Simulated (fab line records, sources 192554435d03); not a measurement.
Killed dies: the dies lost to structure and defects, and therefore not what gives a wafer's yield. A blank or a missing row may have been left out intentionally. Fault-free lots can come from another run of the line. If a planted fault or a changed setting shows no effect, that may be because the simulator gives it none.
Which tool did it? | flow n5_finfet | 24 lots with 72 wafers sampled at 5 steps, on a route of 1938 steps

== WHAT THE GAUGES READ, wafer by wafer ==
N5_BEOL_M1_THK_MEAS_53: measures by xrf.
lot  | measured     | on            | M1_THK (nm)
L074 | day 6 12:39  | film_metro-01 | 40.1 40.6 43.3
L075 | day 6 12:56  | film_metro-01 | 38.5 40.6 38.6
L076 | day 6 17:32  | film_metro-02 | 40.1 37.9 41.2
L077 | day 7 09:27  | film_metro-02 | 40.7 41.9 43.1
L078 | day 7 18:46  | film_metro-02 | 43.4 42.8 41.7
L079 | day 7 20:54  | film_metro-02 | 39.8 40.6 43.4
L080 | day 7 23:54  | film_metro-01 | 39.3 38.8 37.9
L081 | day 8 03:58  | film_metro-01 | 39.0 38.8 40.2
L082 | day 8 12:21  | film_metro-02 | 38.6 41.8 40.8
L084 | day 8 18:07  | film_metro-01 | 37.9 39.6 39.9
L083 | day 8 19:09  | film_metro-01 | 37.7 40.3 39.6
L085 | day 9 06:32  | film_metro-01 | 38.6 40.8 40.5
L086 | day 9 13:50  | film_metro-02 | 39.8 40.9 38.7
L087 | day 9 16:58  | film_metro-01 | 41.3 40.2 42.2
L088 | day 9 23:49  | film_metro-01 | 41.0 40.9 39.3
L089 | day 10 02:14 | film_metro-01 | 38.5 40.6 41.3
L090 | day 10 05:42 | film_metro-01 | 36.9 38.0 36.5
L091 | day 10 12:26 | film_metro-01 | 39.1 40.5 41.7
L092 | day 10 18:56 | film_metro-01 | 40.5 38.6 38.5
L093 | day 11 01:43 | film_metro-01 | 38.2 38.0 39.5
L094 | day 11 07:03 | film_metro-01 | 35.0 37.6 39.4
L095 | day 11 17:43 | film_metro-01 | 39.3 39.1 41.2
L096 | day 11 21:55 | film_metro-01 | 37.6 38.4 39.2
L097 | day 12 05:58 | film_metro-01 | 38.7 41.1 40.4

== TOOL THAT RAN EACH LOT (tool first, then ch and the chambers of the sampled wafers, then the start) ==
lot  | N5_BEOL_M1_TRENCH_ETCH_37                     | N5_BEOL_M1_ANNEAL_80         | N5_BEOL_M1_ANNEAL_89         | N5_BEOL_M1_SPUTTER_96
L074 | rie_diel-05 ch 0,1,2, day 6 10:24 or earlier  | pvd_sputter-03, day 6 10:24  | pvd_sputter-03, day 6 11:04  | pvd_sputter-03, day 6 11:52
L075 | rie_diel-01 ch 0,1,3, day 6 10:32 or earlier  | pvd_sputter-02, day 6 10:32  | pvd_sputter-02, day 6 11:12  | pvd_sputter-02, day 6 12:00
L076 | rie_diel-01 ch 0,1,3, day 6 15:17 or earlier  | pvd_sputter-01, day 6 15:17  | pvd_sputter-01, day 6 15:57  | pvd_sputter-01, day 6 16:45
L077 | rie_diel-05 ch 1,2, day 7 07:12 or earlier    | pvd_sputter-01, day 7 07:12  | pvd_sputter-01, day 7 07:52  | pvd_sputter-01, day 7 08:40
L078 | rie_diel-01 ch 0,1,3, day 7 16:31 or earlier  | pvd_sputter-02, day 7 16:31  | pvd_sputter-02, day 7 17:10  | pvd_sputter-02, day 7 17:58
L079 | rie_diel-05 ch 1,2, day 7 18:40 or earlier    | pvd_sputter-01, day 7 18:40  | pvd_sputter-01, day 7 19:19  | pvd_sputter-01, day 7 20:07
L080 | rie_diel-02 ch 1,2,3, day 7 21:23 or earlier  | pvd_sputter-01, day 7 21:23  | pvd_sputter-01, day 7 22:02  | pvd_sputter-01, day 7 22:50
L081 | rie_diel-01 ch 2,3, day 8 01:43 or earlier    | pvd_sputter-02, day 8 01:43  | pvd_sputter-02, day 8 02:22  | pvd_sputter-02, day 8 03:10
L082 | rie_diel-05 ch 2,3, day 8 10:06 or earlier    | pvd_sputter-01, day 8 10:06  | pvd_sputter-01, day 8 10:46  | pvd_sputter-01, day 8 11:34
L084 | rie_diel-05 ch 0,1,2, day 8 15:34 or earlier  | pvd_sputter-01, day 8 15:34  | pvd_sputter-01, day 8 16:13  | pvd_sputter-01, day 8 17:01
L083 | rie_diel-02 ch 0,2,3, day 8 16:54 or earlier  | pvd_sputter-02, day 8 16:54  | pvd_sputter-02, day 8 17:34  | pvd_sputter-02, day 8 18:22
L085 | rie_diel-02 ch 0,1, day 9 04:17 or earlier    | pvd_sputter-02, day 9 04:17  | pvd_sputter-02, day 9 04:56  | pvd_sputter-02, day 9 05:44
L086 | rie_diel-02 ch 0,1, day 9 11:35 or earlier    | pvd_sputter-02, day 9 11:35  | pvd_sputter-02, day 9 12:14  | pvd_sputter-02, day 9 13:02
L087 | rie_diel-01 ch 1,3, day 9 14:43 or earlier    | pvd_sputter-03, day 9 14:43  | pvd_sputter-03, day 9 15:22  | pvd_sputter-03, day 9 16:10
L088 | rie_diel-05 ch 0,2, day 9 21:35 or earlier    | pvd_sputter-02, day 9 21:35  | pvd_sputter-02, day 9 22:14  | pvd_sputter-02, day 9 23:02
L089 | rie_diel-01 ch 2,3, day 9 23:59 or earlier    | pvd_sputter-03, day 9 23:59  | pvd_sputter-03, day 10 00:38 | pvd_sputter-03, day 10 01:26
L090 | rie_diel-05 ch 0,2, day 10 03:27 or earlier   | pvd_sputter-02, day 10 03:27 | pvd_sputter-02, day 10 04:07 | pvd_sputter-02, day 10 04:55
L091 | rie_diel-05 ch 2,3, day 10 10:11 or earlier   | pvd_sputter-01, day 10 10:11 | pvd_sputter-01, day 10 10:51 | pvd_sputter-01, day 10 11:39
L092 | rie_diel-02 ch 0,1,2, day 10 16:41 or earlier | pvd_sputter-01, day 10 16:41 | pvd_sputter-01, day 10 17:20 | pvd_sputter-01, day 10 18:08
L093 | rie_diel-02 ch 0,1,2, day 10 23:28 or earlier | pvd_sputter-01, day 10 23:28 | pvd_sputter-01, day 11 00:07 | pvd_sputter-01, day 11 00:55
L094 | rie_diel-05 ch 1,2,3, day 11 04:35 or earlier | pvd_sputter-01, day 11 04:35 | pvd_sputter-01, day 11 05:14 | pvd_sputter-01, day 11 06:02
L095 | rie_diel-01 ch 1,2, day 11 15:26 or earlier   | pvd_sputter-02, day 11 15:26 | pvd_sputter-02, day 11 16:06 | pvd_sputter-02, day 11 16:54
L096 | rie_diel-05 ch 1,2,3, day 11 19:40 or earlier | pvd_sputter-02, day 11 19:40 | pvd_sputter-02, day 11 20:19 | pvd_sputter-02, day 11 21:07
L097 | rie_diel-01 ch 1,2, day 12 03:43 or earlier   | pvd_sputter-03, day 12 03:43 | pvd_sputter-03, day 12 04:23 | pvd_sputter-03, day 12 05:11
- N5_BEOL_M1_TRENCH_ETCH_37: etches SiOC in C4F6/O2, target depth 55.207 nm, time 29 s.
- N5_BEOL_M1_ANNEAL_80: time 240 s.
- N5_BEOL_M1_ANNEAL_89: time 240 s.
- N5_BEOL_M1_SPUTTER_96: material Cu, target thk 4.5 nm, time 8.29 s.

== WHAT THE TOOLS THEMSELVES READ (means of the sampled wafers that have a number; where no wafer has one, the mark that the record gives instead) ==
N5_BEOL_M1_TRENCH_ETCH_37.
lot  | tool        | drypump_motor_current_A (A) | oes_product_au (a.u.) | rf_vpp_V (V) | showerhead_plenum_p_Torr (Torr) | throttle_valve_pct (%)
L074 | rie_diel-05 | 5.8                         | 0.88                  | 667          | 2.90                            | 20.72
L075 | rie_diel-01 | 6.0                         | 0.72                  | 666          | 2.83                            | 20.86
L076 | rie_diel-01 | 6.0                         | 0.72                  | 667          | 2.83                            | 20.86
L077 | rie_diel-05 | 5.6                         | 0.85                  | 670          | 2.89                            | 20.65
L078 | rie_diel-01 | 6.0                         | 0.71                  | 667          | 2.83                            | 20.87
L079 | rie_diel-05 | 5.6                         | 0.85                  | 672          | 2.89                            | 20.65
L080 | rie_diel-02 | 6.1                         | 0.83                  | 667          | 2.87                            | 20.86
L081 | rie_diel-01 | 5.7                         | 0.76                  | 671          | 2.81                            | 21.08
L082 | rie_diel-05 | 5.7                         | 0.78                  | 673          | 2.90                            | 20.79
L084 | rie_diel-05 | 5.8                         | 0.86                  | 667          | 2.89                            | 20.74
L083 | rie_diel-02 | 5.8                         | 0.84                  | 664          | 2.88                            | 20.78
L085 | rie_diel-02 | 6.1                         | 0.76                  | 664          | 2.85                            | 21.01
L086 | rie_diel-02 | 5.7                         | 0.78                  | 662          | 2.86                            | 20.93
L087 | rie_diel-01 | 5.9                         | 0.75                  | 665          | 2.76                            | 21.00
L088 | rie_diel-05 | 5.9                         | 0.85                  | 666          | 2.89                            | 20.92
L089 | rie_diel-01 | 5.7                         | 0.75                  | 671          | 2.80                            | 21.09
L090 | rie_diel-05 | 5.9                         | 0.84                  | 665          | 2.89                            | 20.92
L091 | rie_diel-05 | 5.8                         | 0.73                  | 671          | 2.91                            | 20.82
L092 | rie_diel-02 | 6.0                         | 0.82                  | 664          | 2.87                            | 20.97
L093 | rie_diel-02 | 6.0                         | 0.81                  | 662          | 2.86                            | 20.97
L094 | rie_diel-05 | 5.8                         | 0.78                  | 669          | 2.90                            | 20.74
L095 | rie_diel-01 | 5.8                         | 0.88                  | 666          | 2.84                            | 20.77
L096 | rie_diel-05 | 5.8                         | 0.78                  | 669          | 2.89                            | 20.73
L097 | rie_diel-01 | 5.7                         | 0.76                  | 672          | 2.87                            | 20.95

N5_BEOL_M1_ANNEAL_80.
lot  | tool           | heater_power_w (W)
L074 | pvd_sputter-03 | 821
L075 | pvd_sputter-02 | 921
L076 | pvd_sputter-01 | 763
L077 | pvd_sputter-01 | 829
L078 | pvd_sputter-02 | 909
L079 | pvd_sputter-01 | 724
L080 | pvd_sputter-01 | 797
L081 | pvd_sputter-02 | 1012
L082 | pvd_sputter-01 | 800
L084 | pvd_sputter-01 | 784
L083 | pvd_sputter-02 | 933
L085 | pvd_sputter-02 | 861
L086 | pvd_sputter-02 | 938
L087 | pvd_sputter-03 | 766
L088 | pvd_sputter-02 | 968
L089 | pvd_sputter-03 | 810
L090 | pvd_sputter-02 | 953
L091 | pvd_sputter-01 | 837
L092 | pvd_sputter-01 | 793
L093 | pvd_sputter-01 | 840
L094 | pvd_sputter-01 | 791
L095 | pvd_sputter-02 | 841
L096 | pvd_sputter-02 | 927
L097 | pvd_sputter-03 | 721

N5_BEOL_M1_ANNEAL_89.
lot  | tool           | heater_power_w (W)
L074 | pvd_sputter-03 | 826
L075 | pvd_sputter-02 | 930
L076 | pvd_sputter-01 | 760
L077 | pvd_sputter-01 | 821
L078 | pvd_sputter-02 | 925
L079 | pvd_sputter-01 | 721
L080 | pvd_sputter-01 | 800
L081 | pvd_sputter-02 | 1011
L082 | pvd_sputter-01 | 823
L084 | pvd_sputter-01 | 781
L083 | pvd_sputter-02 | 937
L085 | pvd_sputter-02 | 874
L086 | pvd_sputter-02 | 944
L087 | pvd_sputter-03 | 760
L088 | pvd_sputter-02 | 964
L089 | pvd_sputter-03 | 819
L090 | pvd_sputter-02 | 951
L091 | pvd_sputter-01 | 844
L092 | pvd_sputter-01 | 804
L093 | pvd_sputter-01 | 832
L094 | pvd_sputter-01 | 806
L095 | pvd_sputter-02 | 844
L096 | pvd_sputter-02 | 928
L097 | pvd_sputter-03 | 734

N5_BEOL_M1_SPUTTER_96.
lot  | tool           | throttle_valve_pct (%)
L074 | pvd_sputter-03 | 29.7
L075 | pvd_sputter-02 | 31.3
L076 | pvd_sputter-01 | 29.7
L077 | pvd_sputter-01 | 30.0
L078 | pvd_sputter-02 | 29.6
L079 | pvd_sputter-01 | 29.8
L080 | pvd_sputter-01 | 30.5
L081 | pvd_sputter-02 | 32.1
L082 | pvd_sputter-01 | 30.3
L084 | pvd_sputter-01 | 30.0
L083 | pvd_sputter-02 | 31.3
L085 | pvd_sputter-02 | 30.3
L086 | pvd_sputter-02 | 32.1
L087 | pvd_sputter-03 | 30.5
L088 | pvd_sputter-02 | 30.4
L089 | pvd_sputter-03 | 29.8
L090 | pvd_sputter-02 | 30.5
L091 | pvd_sputter-01 | 30.5
L092 | pvd_sputter-01 | 30.3
L093 | pvd_sputter-01 | 30.4
L094 | pvd_sputter-01 | 30.2
L095 | pvd_sputter-02 | 28.7
L096 | pvd_sputter-02 | 31.2
L097 | pvd_sputter-03 | 30.8

== THE ANSWER, worked out from the rows above alone ==
Rule: what is usual is taken from the lots themselves. Put in order of their means at a reading, lots are off if they are a third of the lots or fewer, leave a main group of 4 or more, and stand apart from it by a gap of 3 or more times the standard deviation of the main group's means; of several such gaps the widest counts. Not used: any main group whose means are identical at the precision the tables above print for the reading. Also off: a lot with no number at a reading for which 4 or more lots have one. Any other lot the step has rows for is counted as sound. After the gauges, taken in route order, come the tools' own readings; for these a lot's mean is taken, as printed above. At the first step where some lot is off, the reading lying furthest off is the one used; lots without a number count as furthest.
No lot is off at any reading shown: from this, nothing can be told.

== WHAT THE SIMULATOR PUT IN ==
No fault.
